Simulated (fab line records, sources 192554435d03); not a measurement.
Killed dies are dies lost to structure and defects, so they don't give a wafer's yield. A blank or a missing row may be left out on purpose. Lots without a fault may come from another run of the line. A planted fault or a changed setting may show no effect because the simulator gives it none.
A struck lot beside a sound one | flow n5_finfet | 38 steps out of a route of 1938
Sound: wafers L856.1, L856.2, L856.6. Struck: wafers L862.2, L862.3, L862.5. The cause comes at the end.
At each step with rows: each side's tool, then ch and its chambers, then its first start. Under that, the readings that differ: sound wafers | struck wafers | difference of the means | sigmas: that difference in standard deviations of wafers without a fault.
alike: readings whose means differ by less than 2 such deviations, and words and numbers that are the same on both sides. not compared: withheld readings, readings that some wafer has no value for, bounds like >300 that may hide the same value, and numbers for which the record gives no deviation and whose values overlap.
The two part at a step that has a row with sigmas, a row that says differs or no value, or rows on one side only. Numbers that don't overlap but have no deviation are shown without sigmas and don't part them. A reading that every wafer of one side lacks parts them only if that side has two wafers or more.

first, 8 steps without rows for these wafers: N5_BEOL_M2_ECD_50 (material Cu, target thk 300 nm); N5_BEOL_M2_ANNEAL_51 (time 90 s); N5_BEOL_M2_CMP_52 (polishes, stops on SiOC, t overpolish 6.8 s, target thk 40 nm); N5_BEOL_M2_PRE_CLEAN_60 (time 15 s); N5_BEOL_M2_CO_CAP_55 (material Co, precursor CCTBA/H2, target thk 2 nm, time 102.1 s); N5_BEOL_M2_PRE_CLEAN_56 (time 15 s); N5_BEOL_M2_DEP_57 (deposits SiCN from 3MS/NH3, target thk 8 nm, time 14 s); N5_BEOL_M3_ILD_DEP_00 (deposits SiOC from DEMS/O2, target thk 79 nm, time 15.3 s).
N5_BEOL_M3_PECVD_72: deposits SiO2 from TEOS/O2, target thk 16 nm, time 18 s.
  sound on pecvd-03 ch 0,2, day 7 16:19; struck on pecvd-03 ch 1,2, day 9 05:31
  alike: heater_power_w, showerhead_plenum_p_Torr, susceptor_temp_C, throttle_valve_pct
then, 10 steps without rows for these wafers: N5_BEOL_M3_HM_DEP_02 (deposits TiN, target thk 20 nm); N5_BEOL_M3_COAT_61 (time 60 s, resist thk 60 nm); N5_BEOL_M3_COAT_62 (time 60 s, resist thk 12 nm); N5_BEOL_M3_COAT_73 (time 60 s, resist thk 5 nm); N5_BEOL_M3_COAT_05 (resist thk 30 nm); N5_BEOL_M3_EBR_07; N5_BEOL_M3_SOFTBAKE_06 (time 60 s); N5_BEOL_M3_EXPOSE_08 (exposes mask M3); N5_BEOL_M3_PEB_09 (peb time 60 s); N5_BEOL_M3_DEVELOP_10 (develop time 30 s).
N5_BEOL_M3_INSPECT_13: inspects for defects (brightfield).
  sound on defect_inspect-02, day 7 18:39; struck on defect_inspect-02, day 9 07:13
  reading          | sound       | struck      | difference | sigmas
  raw_defect_count | 576 358 363 | 900 902 842 | +449       | +5
then, 15 steps without rows for these wafers: N5_BEOL_M3_DESCUM_16 (chemistry O2, time 7 s); N5_BEOL_M3_ETCH_74 (etches underlayer in N2/H2, target depth 6.5 nm, time 5.2 s); N5_BEOL_M3_ETCH_63 (etches SiARC in CF4, target depth 15.6 nm, time 26 s); N5_BEOL_M3_ETCH_64 (etches SOC in N2/H2, target depth 75 nm, overetch 15 nm, time 112.5 s); N5_BEOL_M3_STRIP_65 (strips in N2/H2); N5_BEOL_M3_STRIP_75 (strips in N2/H2); N5_BEOL_M3_STRIP_66 (strips in CF4); N5_BEOL_M3_HM_OPEN_17 (chemistry Cl2/BCl3, target TiN, target depth 20 nm, overetch 6 nm); N5_BEOL_M3_STRIP_19 (strips in O2); N5_BEOL_M3_COAT_67 (time 60 s, resist thk 60 nm); N5_BEOL_M3_COAT_68 (time 60 s, resist thk 12 nm); N5_BEOL_M3_COAT_76 (time 60 s, resist thk 5 nm); N5_BEOL_M3_COAT_22 (resist thk 30 nm); N5_BEOL_M3_EBR_24; N5_BEOL_M3_SOFTBAKE_23 (time 60 s).
N5_BEOL_M3_INSPECT_30: inspects for defects (brightfield).
  sound on defect_inspect-02, day 8 00:37; struck on defect_inspect-02, day 9 08:18
  reading          | sound       | struck      | difference | sigmas
  raw_defect_count | 572 382 377 | 918 879 844 | +437       | +5
N5_BEOL_M4_RC_MEAS_101:
  sound on prober-02 ch 0, day 8 17:02; struck on prober-01 ch 0, day 10 01:49
  alike: DIBL_N, DIBL_P, IOFF_N, IOFF_P, ION_N, ION_P, SS_N, SS_P, VT_N, VT_P
-- the record jumps here: 5 days lie between the struck wafers' starts before and after (it left off in module BEOL_M4 and takes up again in module PASSIVATION, whose first step shown is number 1936 of the route) --
N5_PASSIVATION_PROBE_49:
  sound on prober-01, day 12 23:31; struck on prober-02, day 14 15:04
  reading                  | sound          | struck         | difference | sigmas
  defect_limited_yield (%) | 91.3 93.2 91.0 | 81.4 86.3 86.1 | -7.2       | -5
  killed_at_M0_to_M3       | 33 21 37       | 159 87 99      | +85        | +8
  killed_dies              | 103 80 106     | 219 162 164    | +85        | +5
  killed_on_rim            | 9 11 10        | 18 29 24       | +14        | +3
  sort_bin_5_function (%)  | 5.2 4.2 5.4    | 11.6 8.8 8.7   | +4.8       | +5
  sort_n_pass              | 1077 1096 1074 | 960 1018 1016  | -84        | -4
  sort_yield_pct (%)       | 91.3 92.9 91.0 | 81.4 86.3 86.1 | -7.1       | -4
  alike: killed_at_M4_up, killed_at_contacts, killed_at_front_end, killed_at_other, killed_open, killed_short, sort_bin_4_leakage, sort_bin_6_memory

WHERE THEY PART
First at N5_BEOL_M3_INSPECT_13; last, within this record, at N5_PASSIVATION_PROBE_49.

WHY: what the simulator had put in
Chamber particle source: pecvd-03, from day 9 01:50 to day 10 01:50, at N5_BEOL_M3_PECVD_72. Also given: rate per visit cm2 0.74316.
